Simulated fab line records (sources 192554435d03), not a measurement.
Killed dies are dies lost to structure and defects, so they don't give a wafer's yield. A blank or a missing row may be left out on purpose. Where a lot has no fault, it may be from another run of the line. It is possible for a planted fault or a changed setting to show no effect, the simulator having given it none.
fab line records | flow n5_finfet
record: lots: 22 wafers: 66 last_day: 20
route steps=1938 shown SPACER0@261 SD_EPI_N@273 SDB@369 HKMG_FIN@406
lots that met no fault: from a run of the same line without faults
start_h: start of the lot's first displayed wafer, in hours after the record's first day | wait_h: hours from the lot's prior step to this one | " the same as in the row above | L1.1+2: several wafers, shown together as one row | - no value, or no start given | * or withheld: withheld | < > ~ a bound
route shown NAME@n: a module of which the file shows steps, and the number in the route of the first | usual: mean and standard deviation over wafers with no fault | same: alike in all rows | chamber/n: place in a boat | sites: each site's reading | _std_site: how widely they spread, as a standard deviation | _edge_site: outer sites' mean less inner sites' | radius_mm: for every site, how far away it sits from the centre of the wafer | mask NAME#n: copy n | behind: tool/chamber where the wafer was last shaped | hold: the reason the lot was held/the length of the hold in hours/how it ended | device: which transistor (n, p or np) failed to switch | end of line: the same wafers' tests at the end of the route | step lacking rows: just its recipe | killed: at the first sort, the dies lost to defects and structure; wafer yield is something else | map: a wafer's dies, x killed, . not, _ none there
set.NAME: the setting as run; set.NAME@STEP: as run at that earlier step | model.NAME: the simulator's own value behind a step, which no gauge read
the route's steps for a sample of lots (tables are steps, rows are wafers)
services: from which hour (start_h, from the record's first day; less than 0 if before it) a tool's chamber was out of use, for how many hours, and why
== steps ==
step: N5_SPACER0_INSPECT_04
recipe: inspect_instrument: darkfield mode: post_dep
usual: raw_defect_count: 131/27
columns lot.wafer tool chamber start_h wait_h raw_defect_count
L074.2 defect_inspect-02 - 50.50 0.1 101
L074.3 " - " " 150
L074.5 " - " " 119
L075.1 defect_inspect-02 - 57.95 0.1 149
L075.5 " - " " 162
L075.6 " - " " 128
L076.2 defect_inspect-02 - 61.04 0.1 158
L076.3 " - " " 151
L076.5 " - " " 190
L077.4 defect_inspect-02 - 68.28 0.1 159
L077.5 " - " " 171
L077.6 " - " " 204
L078.1 defect_inspect-01 - 73.73 0.1 101
L078.2 " - " " 96
L078.6 " - " " 96
L079.3 defect_inspect-02 - 80.31 0.1 135
L079.5 " - " " 108
L079.6 " - " " 179
L080.3 defect_inspect-02 - 85.48 0.1 138
L080.4 " - " " 161
L080.6 " - " " 128
L081.2 defect_inspect-01 - 94.36 0.1 113
L081.5 " - " " 161
L081.6 " - " " 148
L082.2 defect_inspect-01 - 98.36 0.1 109
L082.4 " - " " 98
L082.5 " - " " 113
L083.2 defect_inspect-01 - 103.21 0.1 125
L083.5 " - " " 136
L083.6 " - " " 113
L084.1 defect_inspect-01 - 110.46 0.1 118
L084.3 " - " " 141
L084.4 " - " " 137
L086.2 defect_inspect-02 - 122.14 0.1 106
L086.4 " - " " 183
L086.6 " - " " 159
L087.2 defect_inspect-02 - 128.21 0.1 144
L087.5 " - " " 156
L087.6 " - " " 132
L088.1 defect_inspect-02 - 131.10 0.1 108
L088.2 " - " " 158
L088.4 " - " " 151
L089.1 defect_inspect-02 - 140.32 0.1 122
L089.2 " - " " 155
L089.6 " - " " 128
L090.2 defect_inspect-01 - 148.74 0.1 73
L090.4 " - " " 106
L090.6 " - " " 160
L091.2 defect_inspect-01 - 150.81 0.1 78
L091.4 " - " " 106
L091.6 " - " " 99
L092.3 defect_inspect-02 - 157.04 0.1 110
L092.4 " - " " 131
L092.5 " - " " 133
L093.1 defect_inspect-01 - 164.67 0.1 123
L093.2 " - " " 154
L093.5 " - " " 169
L094.2 defect_inspect-01 - 169.53 0.1 124
L094.3 " - " " 144
L094.5 " - " " 96
L095.1 defect_inspect-01 - 174.44 0.1 98
L095.4 " - " " 110
L095.5 " - " " 118
L096.1 defect_inspect-01 - 179.44 0.1 119
L096.4 " - " " 141
L096.6 " - " " 170
step: N5_SD_EPI_N_DESCUM_14
recipe: chemistry: O2 time_s: 7.9 source_power_w: 50 bias_power_w: 20 pressure_mtorr: 20 rf_frequency_hz: 2.712e+07 temp_c: 40 resist: CAR-ArF-block o2_flow_sccm: 225
usual: drypump_motor_current_A: 5.47/0.21 oes_product_au: 0.81/0.083 rf_fwd_power_W: 49.44/0.2 rf_vpp_V: 243.1/1.4 showerhead_plenum_p_Torr: 2.09/0.07 throttle_valve_pct: 20.37/0.25
same: time_s: 7.9
columns lot.wafer tool chamber start_h wait_h drypump_motor_current_A oes_product_au rf_fwd_power_W rf_hours_counter_h rf_vpp_V showerhead_plenum_p_Torr throttle_valve_pct
L074.2 rie_diel-03 3 50.97 0.1 5.30 0.99 49.60 1 244.8 2.15 20.63
L074.3 " 2 " " 5.59 0.79 49.05 101 241.0 1.93 20.32
L074.5 " 3 " " 5.26 1.00 49.33 - 245.3 2.15 20.61
L075.1 rie_diel-03 3 59.36 1.1 5.30 0.96 49.48 6 243.9 2.15 20.60
L075.5 " 3 " " 5.29 0.95 49.45 - 243.0 2.15 20.62
L075.6 " 0 " " 5.45 0.77 49.76 - 243.2 2.11 20.35
L076.2 rie_diel-06 3 61.52 0.0 5.32 0.84 49.37 86 243.7 2.12 20.49
L076.3 " 0 " " 5.58 0.77 48.99 140 242.0 2.01 20.56
L076.5 " 1 " " 5.82 0.84 49.50 - 244.3 2.12 19.87
L077.4 rie_diel-05 1 68.92 0.0 5.54 0.71 49.71 215 243.5 2.16 20.64
L077.5 " 0 " " 5.13 0.79 49.62 - 246.3 2.19 20.71
L077.6 " 1 " " 5.55 0.70 49.67 - 244.7 2.16 20.64
L078.1 rie_diel-03 1 74.10 0.0 5.41 0.99 49.50 2 242.7 2.14 19.92
L078.2 " 3 " " 5.28 0.94 49.21 12 244.2 2.14 20.64
L078.6 " 3 " " 5.28 0.94 49.71 - 244.2 2.14 20.63
L079.3 rie_diel-03 2 80.86 0.1 5.59 0.79 49.20 110 240.1 1.92 20.30
L079.5 " 1 " " 5.46 0.97 49.35 - 243.8 2.14 19.93
L079.6 " 2 " " 5.60 0.79 49.34 - 239.3 1.92 20.32
L080.3 rie_diel-06 3 86.92 1.1 5.34 0.82 49.38 94 243.2 2.12 20.51
L080.4 " 2 " " 5.24 0.76 49.56 158 243.2 2.09 20.15
L080.6 " 2 " " 5.23 0.75 49.21 - 243.4 2.09 20.15
L081.2 rie_diel-03 0 94.85 0.0 5.47 0.75 49.19 136 242.7 2.10 20.38
L081.5 " 1 " " 5.44 0.96 49.55 - 244.8 2.13 19.92
L081.6 " 2 " " 5.63 0.78 49.20 - 240.7 1.92 20.33
L082.2 rie_diel-06 2 98.72 0.0 5.27 0.75 49.59 162 244.2 2.09 20.15
L082.4 " 3 " " 5.31 0.83 49.58 97 242.3 2.12 20.50
L082.5 " 0 " " 5.53 0.76 48.96 - 242.4 2.00 20.58
L083.2 rie_diel-06 0 104.06 0.4 5.53 0.77 49.07 154 242.2 2.00 20.56
L083.5 " 0 " " 5.54 0.77 48.92 - 243.2 2.00 20.59
L083.6 " 3 " " 5.31 0.82 49.47 - 243.1 2.12 20.52
L084.1 rie_diel-03 2 110.82 0.0 5.60 0.77 49.40 121 240.6 1.92 20.33
L084.3 " 3 " " 5.33 0.90 49.26 25 244.3 2.14 20.65
L084.4 " 1 " " 5.47 0.94 49.52 15 243.1 2.13 19.96
L086.2 rie_diel-03 3 122.63 0.0 5.23 0.90 49.21 29 243.4 2.14 20.66
L086.4 " 0 " " 5.45 0.75 49.70 146 241.7 2.10 20.39
L086.6 " 2 " " 5.59 0.77 49.36 - 241.6 1.92 20.35
L087.2 rie_diel-05 1 128.70 0.0 5.60 0.69 49.30 237 242.7 2.15 20.70
L087.5 " 1 " " 5.53 0.69 49.49 - 244.1 2.15 20.68
L087.6 " 2 " " 5.92 0.73 49.55 - 244.6 2.08 20.26
L088.1 rie_diel-06 3 131.78 0.2 5.34 0.82 49.57 110 243.6 2.11 20.53
L088.2 " 2 " " 5.27 0.74 49.43 175 242.6 2.09 20.18
L088.4 " 0 " " 5.54 0.76 49.09 164 241.5 2.00 20.60
L089.1 rie_diel-03 2 140.81 0.0 5.59 0.77 49.18 132 241.1 1.92 20.36
L089.2 " 1 " " 5.43 0.92 49.39 27 243.4 2.13 19.97
L089.6 " 1 " " 5.44 0.91 49.19 - 242.6 2.13 19.98
L090.2 rie_diel-06 1 149.27 0.1 5.83 0.82 49.50 76 243.1 2.11 19.91
L090.4 " 3 " " 5.33 0.81 49.20 117 243.1 2.11 20.53
L090.6 " 2 " " 5.28 0.74 49.73 - 244.3 2.08 20.18
L091.2 rie_diel-03 1 151.29 0.0 5.45 0.90 49.38 31 242.9 2.13 19.98
L091.4 " 2 " " 5.61 0.76 49.20 136 240.0 1.92 20.37
L091.6 " 1 " " 5.46 0.90 49.39 - 245.0 2.13 19.98
L092.3 rie_diel-05 2 157.52 0.0 5.89 0.73 49.67 190 241.3 2.08 20.29
L092.4 " 1 " " 5.57 0.68 49.25 247 244.8 2.15 20.70
L092.5 " 3 " " 5.61 0.93 49.39 - 243.5 2.14 20.29
L093.1 rie_diel-05 0 165.03 0.0 5.12 0.76 49.48 160 243.6 2.18 20.74
L093.2 " 2 " " 5.90 0.72 49.41 192 243.2 2.08 20.29
L093.5 " 3 " " 5.60 0.93 49.57 - 243.4 2.14 20.31
L094.2 rie_diel-06 3 170.54 0.7 5.32 0.79 49.47 123 243.9 2.11 20.55
L094.3 " 2 " " 5.27 0.73 49.35 189 243.7 2.08 20.21
L094.5 " 3 " " 5.32 0.79 49.65 - 243.4 2.11 20.55
L095.1 rie_diel-06 0 174.93 0.0 5.54 0.75 49.20 179 241.9 2.00 20.62
L095.4 " 2 " " 5.25 0.73 49.58 191 242.9 2.08 20.21
L095.5 " 2 " " 5.24 0.72 49.50 - 243.5 2.08 20.19
L096.1 rie_diel-05 0 180.24 0.3 5.11 0.74 49.86 168 245.2 2.17 20.76
L096.4 " 3 " " 5.59 0.90 49.56 - 243.9 2.14 20.31
L096.6 " 0 " " 5.11 0.74 49.83 - 243.8 2.17 20.75
step: N5_SDB_CUT_ETCH_26
recipe: chemistry: HBr/Cl2/O2 target: Si target_depth_a: 1296 bt_time_s: 20 mask_material: SiNx time_s: 51.8 ion_energy_ev: * bias_w: * pressure_mtorr: 10 icp_w: 800 HBr_flow_sccm: 150 Cl2_flow_sccm: 80 O2_flow_sccm: 12
usual: HBr_flow_sccm: 150.0/0.42 drypump_motor_current_A: 5.8/0.35 mfc_cl2_sccm: 80.01/0.24 oes_o_777_au: 0.993/0.03 oes_product_au: 0.996/0.0098 rf_fwd_power_W: * throttle_valve_pct: 37.21/0.26
same: time_s: 51.8
columns lot.wafer tool chamber start_h wait_h HBr_flow_sccm drypump_motor_current_A mfc_cl2_sccm oes_o_777_au oes_product_au rf_fwd_power_W rf_hours_counter_h throttle_valve_pct
L074.2 rie_si-01 3 68.25 0.1 150.2 6.1 79.93 0.999 1.002 * 144 37.42
L074.3 " 1 " " 150.8 5.5 80.70 1.051 1.005 * 3 36.89
L074.5 " 3 " " 149.8 6.0 79.87 0.989 1.001 * - 37.43
L075.1 rie_si-06 3 76.70 0.1 150.2 5.1 80.03 0.960 0.997 * 75 37.18
L075.5 " 0 " " 150.0 6.4 79.73 1.032 1.002 * - 36.67
L075.6 " 1 " " 150.0 5.8 79.70 0.999 0.996 * - 37.34
L076.2 rie_si-01 0 80.75 0.1 149.9 5.5 79.89 0.979 0.989 * 168 36.81
L076.3 " 2 " " 150.8 5.5 79.96 1.007 1.009 * 8 37.49
L076.5 " 3 " " 149.8 6.0 79.64 0.998 0.995 * - 37.44
L077.4 rie_si-01 0 85.45 0.0 150.6 5.5 80.04 0.975 1.002 * 168 36.78
L077.5 " 2 " " 149.8 5.5 79.72 1.007 1.010 * - 37.49
L077.6 " 3 " " 150.4 6.0 80.22 0.987 0.994 * - 37.42
L078.1 rie_si-01 1 91.50 0.1 149.7 5.4 79.81 1.048 1.003 * 3 36.90
L078.2 " 2 " " 150.2 5.5 80.26 1.009 1.005 * 8 37.48
L078.6 " 3 " " 150.1 6.0 79.71 0.996 1.005 * - 37.43
L079.3 rie_si-03 2 98.08 0.1 149.5 6.2 79.73 0.962 0.985 * 39 37.37
L079.5 " 0 " " 149.8 5.9 79.58 0.946 0.985 * - 36.93
L079.6 " 1 " " 149.6 6.1 80.44 1.025 0.998 * - 37.50
L080.3 rie_si-03 0 105.67 0.1 149.1 5.9 80.34 0.956 0.980 * 120 36.93
L080.4 " 1 " " 149.8 6.1 80.20 1.019 1.001 * 21 37.50
L080.6 " 0 " " 149.9 5.9 80.29 0.950 0.981 * - 36.95
L081.2 rie_si-03 0 111.57 0.1 150.0 5.9 80.25 0.955 0.980 * 120 36.93
L081.5 " 2 " " 150.6 6.2 79.94 0.952 0.983 * - 37.36
L081.6 " 3 " " 149.8 5.4 80.16 0.983 0.982 * - 37.19
L082.2 rie_si-01 1 115.62 0.1 150.3 5.4 80.05 1.045 1.009 * 4 36.91
L082.4 " 2 " " 150.2 5.5 80.12 1.011 1.011 * 9 37.49
L082.5 " 2 " " 149.7 5.5 80.34 1.006 1.013 * - 37.50
L083.2 rie_si-03 1 122.85 0.1 150.2 6.1 80.25 1.025 0.994 * 22 37.50
L083.5 " 1 " " 150.0 6.1 80.21 1.016 0.996 * - 37.50
L083.6 " 0 " " 150.9 5.9 80.03 0.953 0.977 * - 36.93
L084.1 rie_si-03 2 127.51 0.1 149.9 6.2 79.92 0.958 0.981 * 39 37.35
L084.3 " 0 " " 150.4 5.9 79.82 0.950 0.985 * 121 36.94
L084.4 " 3 " " 149.3 5.4 80.03 0.982 0.982 * 98 37.18
L086.2 rie_si-06 1 140.92 0.1 150.3 5.9 80.49 0.991 1.001 * 18 37.35
L086.4 " 0 " " 150.1 6.5 79.52 1.033 0.999 * 54 36.66
L086.6 " 1 " " 149.6 5.8 80.23 1.003 1.005 * - 37.33
L087.2 rie_si-06 0 147.35 0.1 149.8 6.5 79.77 1.033 1.004 * 54 36.68
L087.5 " 2 " " 149.6 6.1 80.13 1.036 1.010 * - 37.24
L087.6 " 3 " " 149.2 5.1 79.89 0.959 1.011 * - 37.16
L088.1 rie_si-03 0 150.35 0.1 150.1 5.9 80.14 0.953 0.984 * 121 36.93
L088.2 " 2 " " 150.5 6.1 80.02 0.962 0.994 * 40 37.36
L088.4 " 1 " " 150.8 6.1 79.75 1.020 1.002 * 22 37.51
L089.1 rie_si-03 3 157.09 0.1 149.9 5.4 79.83 0.981 0.980 * 99 37.19
L089.2 " 0 " " 150.6 5.9 80.21 0.952 0.987 * 121 36.94
L089.6 " 0 " " 150.6 5.9 79.95 0.955 0.987 * - 36.93
L090.2 rie_si-03 2 165.99 0.1 149.7 6.2 79.87 0.963 0.995 * 40 37.37
L090.4 " 2 " " 150.0 6.2 79.98 0.953 0.984 * - 37.37
L090.6 " 1 " " 150.2 6.1 79.49 1.018 0.998 * - 37.51
L091.2 rie_si-06 2 168.40 0.1 149.1 6.1 80.09 1.035 1.004 * 132 37.25
L091.4 " 3 " " 149.6 5.1 79.74 0.956 1.003 * 76 37.19
L091.6 " 1 " " 149.7 5.9 79.91 0.995 1.004 * - 37.37
L092.3 rie_si-06 1 174.75 0.1 150.2 5.8 79.92 0.999 1.006 * 19 37.34
L092.4 " 2 " " 149.5 6.1 80.10 1.027 1.012 * 132 37.26
L092.5 " 2 " " 149.3 6.1 79.92 1.031 1.004 * - 37.26
L093.1 rie_si-03 0 183.42 0.1 149.6 5.9 80.02 0.951 0.981 * 121 36.93
L093.2 " 2 " " 150.3 6.2 80.15 0.959 0.989 * 40 37.37
L093.5 " 1 " " 150.6 6.1 80.06 1.019 0.999 * - 37.49
L094.2 rie_si-01 1 187.55 0.1 149.6 5.4 79.70 1.044 0.999 * 5 36.90
L094.3 " 0 " " 150.1 5.5 79.80 0.985 1.001 * 170 36.80
L094.5 " 1 " " 149.7 5.4 80.08 1.048 1.005 * - 36.90
L095.1 rie_si-03 1 193.78 0.1 150.2 6.1 79.56 1.026 0.997 * 23 37.50
L095.4 " 2 " " 150.0 6.2 79.93 0.958 0.984 * 41 37.38
L095.5 " 0 " " 150.6 5.9 80.28 0.933 0.986 * - 36.93
L096.1 rie_si-01 0 199.48 0.1 150.3 5.5 79.85 0.977 1.001 * 170 36.78
L096.4 " 2 " " 149.9 5.5 80.38 1.003 1.005 * 10 37.51
L096.6 " 3 " " 150.0 6.0 79.87 0.999 0.997 * - 37.42
step: N5_SDB_THK_MEAS_31
recipe: reads: a-Si_of_DUMMY_GATE_CVD_03
usual: SDB_THK: 64.0/1
columns lot.wafer tool chamber start_h wait_h SDB_THK[nm]
L074.2 film_metro-01 - 71.46 - 63.9
L074.3 " - " " 63.0
L074.5 " - " " 64.5
L075.1 film_metro-01 - 79.91 - 64.2
L075.5 " - " " 64.1
L075.6 " - " " 63.2
L076.2 film_metro-02 - 83.96 - 65.5
L076.3 " - " " 65.8
L076.5 " - " " 65.0
L077.4 film_metro-01 - 88.72 - 64.2
L077.5 " - " " 64.1
L077.6 " - " " 64.9
L078.1 film_metro-01 - 95.03 - 64.7
L078.2 " - " " 64.8
L078.6 " - " " 64.8
L079.3 film_metro-01 - 101.37 - 63.2
L079.5 " - " " 64.7
L079.6 " - " " 64.0
L080.3 film_metro-02 - 108.89 - 65.4
L080.4 " - " " 64.7
L080.6 " - " " 65.9
L081.2 film_metro-01 - 114.92 - 64.7
L081.5 " - " " 64.7
L081.6 " - " " 63.7
L082.2 film_metro-01 - 118.99 - 64.5
L082.4 " - " " 65.3
L082.5 " - " " 65.5
L083.2 film_metro-02 - 126.06 - 62.2
L083.5 " - " " 63.2
L083.6 " - " " 61.8
L084.1 film_metro-02 - 130.72 - 64.6
L084.3 " - " " 64.8
L084.4 " - " " 64.4
L086.2 film_metro-02 - 144.13 - 63.1
L086.4 " - " " 63.7
L086.6 " - " " 62.3
L087.2 film_metro-02 - 150.56 - 63.4
L087.5 " - " " 64.4
L087.6 " - " " 62.4
L088.1 film_metro-01 - 153.56 - 63.5
L088.2 " - " " 64.4
L088.4 " - " " 64.1
L089.1 film_metro-01 - 160.30 - 63.4
L089.2 " - " " 63.5
L089.6 " - " " 63.6
L090.2 film_metro-02 - 169.32 - 63.3
L090.4 " - " " 63.3
L090.6 " - " " 62.7
L091.2 film_metro-01 - 172.06 - 64.1
L091.4 " - " " 64.2
L091.6 " - " " 61.9
L092.3 film_metro-02 - 178.00 - 63.3
L092.4 " - " " 64.0
L092.5 " - " " 62.4
L093.1 film_metro-01 - 186.63 - 63.3
L093.2 " - " " 61.1
L093.5 " - " " 62.4
L094.2 film_metro-01 - 191.27 - 65.4
L094.3 " - " " 66.1
L094.5 " - " " 65.0
L095.1 film_metro-01 - 196.99 - 64.6
L095.4 " - " " 65.9
L095.5 " - " " 64.4
L096.1 film_metro-02 - 202.80 - 63.9
L096.4 " - " " 63.4
L096.6 " - " " 63.0
step: N5_HKMG_FIN_ETCH_58
recipe: chemistry: N2/H2 target: SOC target_depth_a: 2158 ion_energy_ev: 50 bias_w: 13 time_s: 741 pressure_mtorr: 30 source_w: 875 n2_flow_sccm: 200 h2_flow_sccm: 200
usual: drypump_motor_current_A: 5.49/0.22 oes_product_au: 0.79/0.076 rf_fwd_power_W: 874.3/2.7 rf_vpp_V: 99.1/0.97 showerhead_plenum_p_Torr: 2.54/0.082 throttle_valve_pct: 17.74/0.22
same: time_s: 741
columns lot.wafer tool chamber start_h wait_h drypump_motor_current_A oes_product_au rf_fwd_power_W rf_hours_counter_h rf_vpp_V showerhead_plenum_p_Torr throttle_valve_pct
L074.2 rie_diel-05 1 73.41 0.0 5.56 0.70 871.2 217 98.9 2.62 18.09
L074.3 " 2 " " 5.89 0.75 878.0 159 100.7 2.54 17.53
L074.5 " 0 " " 5.11 0.77 873.5 - 99.2 2.66 18.01
L075.1 rie_diel-03 2 81.86 0.0 5.61 0.78 870.7 111 98.4 2.35 17.72
L075.5 " 2 " " 5.62 0.78 872.7 - 97.3 2.35 17.71
L075.6 " 3 " " 5.31 0.92 869.5 - 98.6 2.59 17.90
L076.2 rie_diel-05 0 85.91 0.0 5.14 0.76 874.7 133 99.6 2.65 18.00
L076.3 " 2 " " 5.90 0.74 875.0 164 99.7 2.54 17.55
L076.5 " 2 " " 5.91 0.74 876.6 - 97.3 2.54 17.57
L077.4 rie_diel-05 0 90.86 0.0 5.12 0.76 879.0 136 99.2 2.65 18.01
L077.5 " 3 " " 5.61 1.01 869.7 - 100.5 2.61 17.53
L077.6 " 0 " " 5.13 0.77 874.4 - 100.7 2.65 18.02
L078.1 rie_diel-03 3 96.99 0.0 5.26 0.91 878.8 20 99.2 2.59 17.88
L078.2 " 1 " " 5.43 0.94 869.9 11 99.7 2.59 17.35
L078.6 " 0 " " 5.48 0.75 872.0 - 100.4 2.55 17.68
L079.3 rie_diel-05 3 103.69 0.0 5.62 0.97 875.4 5 98.8 2.60 17.56
L079.5 " 2 " " 5.93 0.73 875.3 - 99.7 2.53 17.56
L079.6 " 3 " " 5.60 0.98 877.1 - 99.1 2.60 17.57
L080.3 rie_diel-06 3 111.49 0.0 5.32 0.81 871.3 101 98.6 2.57 17.90
L080.4 " 3 " " 5.35 0.81 875.6 - 99.1 2.57 17.92
L080.6 " 0 " " 5.53 0.76 868.2 - 98.5 2.43 17.87
L081.2 rie_diel-06 3 117.17 0.0 5.32 0.83 873.2 104 97.7 2.57 17.91
L081.5 " 3 " " 5.34 0.82 875.8 - 98.4 2.57 17.91
L081.6 " 2 " " 5.28 0.74 878.0 - 100.0 2.53 17.55
L082.2 rie_diel-06 2 120.98 0.0 5.25 0.75 876.2 171 99.7 2.53 17.55
L082.4 " 0 " " 5.51 0.76 874.0 160 98.0 2.42 17.91
L082.5 " 0 " " 5.54 0.76 874.5 - 98.4 2.42 17.91
L083.2 rie_diel-06 3 128.33 0.0 5.31 0.82 873.3 109 98.1 2.57 17.92
L083.5 " 2 " " 5.29 0.74 875.1 - 98.3 2.53 17.55
L083.6 " 1 " " 5.87 0.83 869.3 - 100.1 2.58 17.41
L084.1 rie_diel-06 0 132.75 0.0 5.55 0.76 876.8 164 98.6 2.42 17.91
L084.3 " 1 " " 5.87 0.82 873.9 69 99.7 2.58 17.44
L084.4 " 3 " " 5.31 0.81 870.8 111 98.7 2.56 17.91
L086.2 rie_diel-05 0 146.07 0.0 5.11 0.75 877.5 154 101.6 2.64 18.04
L086.4 " 1 " " 5.56 0.69 875.4 244 98.7 2.61 18.15
L086.6 " 2 " " 5.89 0.72 876.5 - 99.0 2.53 17.57
L087.2 rie_diel-05 1 152.71 0.0 5.57 0.68 873.3 247 99.1 2.61 18.14
L087.5 " 3 " " 5.61 0.92 878.1 - 98.7 2.60 17.58
L087.6 " 0 " " 5.12 0.75 871.5 - 99.0 2.64 18.05
L088.1 rie_diel-06 1 155.55 0.0 5.87 0.81 874.4 78 98.9 2.57 17.43
L088.2 " 3 " " 5.30 0.81 874.1 118 99.5 2.56 17.95
L088.4 " 2 " " 5.26 0.73 871.4 184 98.9 2.53 17.58
L089.1 rie_diel-06 0 162.29 0.0 5.55 0.74 875.4 174 99.0 2.42 17.92
L089.2 " 3 " " 5.32 0.79 870.9 120 99.6 2.56 17.95
L089.6 " 1 " " 5.88 0.81 874.8 - 100.1 2.57 17.44
L090.2 rie_diel-03 2 171.73 0.0 5.62 0.75 872.0 142 98.7 2.34 17.79
L090.4 " 3 " " 5.27 0.85 870.8 45 99.9 2.58 17.94
L090.6 " 3 " " 5.30 0.86 875.7 - 99.4 2.58 17.92
L091.2 rie_diel-03 3 174.49 0.0 5.27 0.86 870.5 46 99.1 2.58 17.94
L091.4 " 1 " " 5.44 0.90 879.6 39 98.3 2.58 17.39
L091.6 " 0 " " 5.44 0.73 877.2 - 99.1 2.54 17.70
L092.3 rie_diel-03 3 179.88 0.0 5.34 0.85 876.9 48 100.8 2.58 17.94
L092.4 " 0 " " 5.47 0.72 877.5 165 98.7 2.54 17.71
L092.5 " 1 " " 5.46 0.88 875.3 - 98.9 2.58 17.40
L093.1 rie_diel-06 3 188.66 0.0 5.33 0.80 874.6 131 99.0 2.56 17.96
L093.2 " 1 " " 5.85 0.79 869.0 89 98.3 2.57 17.45
L093.5 " 1 " " 5.84 0.80 867.7 - 99.6 2.57 17.47
L094.2 rie_diel-05 1 196.37 0.0 5.54 0.98 875.8 4 98.7 2.61 17.74
L094.3 " 3 " " 5.58 0.89 877.1 39 100.1 2.59 17.61
L094.5 " 0 " " 5.12 0.74 878.0 - 100.0 2.64 18.06
L095.1 rie_diel-06 3 199.16 0.0 5.34 0.80 870.4 133 97.2 2.56 17.95
L095.4 " 1 " " 5.87 0.79 876.1 92 100.3 2.57 17.47
L095.5 " 3 " " 5.35 0.79 876.4 - 97.8 2.55 17.97
L096.1 rie_diel-03 0 204.70 0.0 5.44 0.73 869.9 173 100.1 2.54 17.74
L096.4 " 1 " " 5.46 0.88 871.5 49 100.2 2.57 17.41
L096.6 " 3 " " 5.24 0.85 875.6 - 100.1 2.58 17.95
step: N5_HKMG_FIN_PWFM_ALD_03
recipe: material: TiN target_thk_a: 20 temp_c: 400 ald_precursor_family: TiCl4 ald_co_reactant: NH3 pulse_time_s: 1 purge_time_s: 3 co_reactant_purge_time_s: 2 co_reactant_pulse_time_s: 2 ald_cycles: 91 pressure_torr: 3
usual: heater_power_w: 918/58 precursor_pulse_height_rel: 0.999/0.021
columns lot.wafer tool chamber start_h wait_h heater_power_w precursor_pulse_height_rel
L074.2 ald_metal-02 1 75.58 0.0 920 0.990
L074.3 " 2 " " 963 1.034
L074.5 " 0 " " 845 0.974
L075.1 ald_metal-02 2 84.06 0.0 988 1.006
L075.5 " 3 " " 892 1.011
L075.6 " 0 " " 829 1.019
L076.2 ald_metal-03 0 88.42 0.1 934 0.977
L076.3 " 1 " " 920 1.010
L076.5 " 1 " " 916 1.005
L077.4 ald_metal-02 2 93.04 0.0 940 0.993
L077.5 " 2 " " 980 1.028
L077.6 " 1 " " 934 1.017
L078.1 ald_metal-03 0 99.14 0.0 888 0.975
L078.2 " 3 " " 917 1.000
L078.6 " 3 " " 911 1.000
L079.3 ald_metal-02 2 105.83 0.0 946 1.003
L079.5 " 2 " " 944 0.998
L079.6 " 3 " " 898 0.990
L080.3 ald_metal-04 3 113.64 0.0 776 1.022
L080.4 " 2 " " 907 1.017
L080.6 " 0 " " 978 0.992
L081.2 ald_metal-02 1 119.31 0.0 968 1.001
L081.5 " 1 " " 936 0.987
L081.6 " 2 " " 963 0.997
L082.2 ald_metal-03 2 123.13 0.0 948 1.008
L082.4 " 2 " " 959 1.020
L082.5 " 3 " " 918 1.020
L083.2 ald_metal-02 3 130.62 0.0 883 1.007
L083.5 " 1 " " 930 1.021
L083.6 " 2 " " 971 0.979
L084.1 ald_metal-02 2 135.00 0.1 946 0.952
L084.3 " 1 " " 938 1.018
L084.4 " 3 " " 895 0.973
L086.2 ald_metal-03 0 148.21 0.0 898 0.988
L086.4 " 1 " " 926 0.991
L086.6 " 2 " " 948 1.029
L087.2 ald_metal-03 3 154.86 0.0 907 0.923
L087.5 " 3 " " 925 0.985
L087.6 " 0 " " 907 0.995
L088.1 ald_metal-04 2 157.69 0.0 877 1.002
L088.2 " 0 " " 964 1.014
L088.4 " 1 " " 1059 1.030
L089.1 ald_metal-02 3 164.43 0.0 894 0.981
L089.2 " 1 " " 915 0.952
L089.6 " 1 " " 955 1.022
L090.2 ald_metal-02 0 173.98 0.0 836 1.009
L090.4 " 2 " " 951 0.986
L090.6 " 2 " " 954 1.007
L091.2 ald_metal-03 3 176.91 0.0 896 1.007
L091.4 " 1 " " 879 0.992
L091.6 " 0 " " 911 0.993
L092.3 ald_metal-04 0 182.28 0.0 982 1.041
L092.4 " 1 " " 1073 0.978
L092.5 " 0 " " 940 1.011
L093.1 ald_metal-02 0 190.95 0.0 837 1.000
L093.2 " 3 " " 886 0.999
L093.5 " 0 " " 833 1.002
L094.2 ald_metal-03 2 198.56 0.0 954 1.000
L094.3 " 1 " " 933 1.006
L094.5 " 2 " " 948 0.992
L095.1 ald_metal-02 1 201.36 0.0 934 1.013
L095.4 " 3 " " 921 1.028
L095.5 " 0 " " 821 1.000
L096.1 ald_metal-04 3 206.84 0.0 807 0.975
L096.4 " 1 " " 1038 0.981
L096.6 " 3 " " 808 0.992
== services ==
columns tool chamber start_h hours kind
rie_diel-03 3 29.95 - clean
rie_diel-03 3 29.95 - consumable_replace:focus_ring
rie_diel-03 3 29.95 19.5 scheduled_down
rie_diel-03 2 30.72 2.5 repair
rie_si-06 0 36.93 2.3 repair
rie_si-01 - 40.80 0.2 repair
ald_metal-03 - 49.22 0.6 repair
ald_metal-02 - 50.67 0.3 repair
rie_diel-03 2 52.97 7.7 repair
rie_si-01 1 57.50 3.5 repair
rie_si-03 3 89.36 2.0 repair
rie_si-03 - 95.23 0.8 repair
rie_si-03 - 110.33 0.7 repair
rie_diel-06 1 110.57 8.0 repair
rie_si-01 - 115.94 0.4 repair
ald_metal-03 0 116.01 7.5 repair
ald_metal-03 - 125.78 14.6 pm
rie_si-01 0 140.30 7.5 repair
rie_si-01 1 147.26 3.2 repair
rie_si-03 0 162.03 6.1 repair
rie_diel-05 2 191.71 1.3 repair
ald_metal-02 2 197.82 5.7 repair
ald_metal-03 3 197.98 31.3 repair
rie_si-03 1 201.79 3.0 repair
== key ==
fault none
